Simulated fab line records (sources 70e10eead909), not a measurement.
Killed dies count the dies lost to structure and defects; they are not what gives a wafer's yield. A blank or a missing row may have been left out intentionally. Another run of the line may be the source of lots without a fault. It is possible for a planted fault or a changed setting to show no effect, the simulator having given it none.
Which tool did it?	flow nand_harc	6 lots with 18 wafers sampled at 3 steps, on a route of 1159 steps

WHAT THE GAUGES READ, wafer by wafer
NHARC_THIN_TSV_CD_MEAS_33 targets a cd of 5000 nm.
lot	measured	on	cd_nm (nm)
L871	day 19 17:01	cd_sem-01	4996.9 4998.7 4998.3
L874	day 20 07:23	cd_sem-03	4998.3 5000.4 4999.0
L885	day 23 07:36	cd_sem-01	5000.0 4998.8 5000.2
L887	day 23 09:12	cd_sem-02	4999.5 5000.2 5001.6
L889	day 24 07:51	cd_sem-01	4999.5 5001.5 5000.5
L891	day 24 14:58	cd_sem-03	4997.1 4998.1 4997.5

EACH LOT AND THE TOOL THAT RAN IT (in order: tool; ch and the chambers of the sampled wafers; start)
lot	NHARC_A_STAIRCASE_STRIP_172	NHARC_THIN_TSV_CMP_21
L871	wet_bench-07 ch 4,5,6, day 11 05:36	cmp-04 ch 2,3, day 19 15:26
L874	wet_bench-04 ch 3,4,6, day 11 21:52	cmp-04 ch 1,2,3, day 20 05:55
L885	wet_bench-02 ch 3,4,5, day 14 16:23	cmp-02 ch 0,1,2, day 23 06:01
L887	wet_bench-07 ch 1,2,4, day 15 05:13	cmp-01 ch 2,3, day 23 07:37
L889	wet_bench-07 ch 2,5,7, day 15 12:30	cmp-02 ch 0,3, day 24 06:24
L891	wet_bench-04 ch 0,2,5, day 16 16:34	cmp-04 ch 0,1,2, day 24 13:22
- NHARC_A_STAIRCASE_STRIP_172: strips in SPM, time 900 s.
- NHARC_THIN_TSV_CMP_21: polishes, t overpolish 30 s, target thk 2000 nm.

THE ANSWER, worked out from the rows above alone
Rule: usual is defined by the lots themselves. The widest of any qualifying gaps counts: lots, ordered by their means at a reading, are off when they make up no more than a third of the lots, leave a main group of 4 or more, and stand apart from it by 3 or more times the standard deviation of that group's means. A main group whose means are all the same, to the digits that the tables above print for the reading, isn't used. A lot without any number at a reading at which 4 lots or more have one is off too. The other lots that the step has rows for count as sound.
Nothing can be told from this: no lot is off at any reading shown.

WHAT THE SIMULATOR HAD INSERTED
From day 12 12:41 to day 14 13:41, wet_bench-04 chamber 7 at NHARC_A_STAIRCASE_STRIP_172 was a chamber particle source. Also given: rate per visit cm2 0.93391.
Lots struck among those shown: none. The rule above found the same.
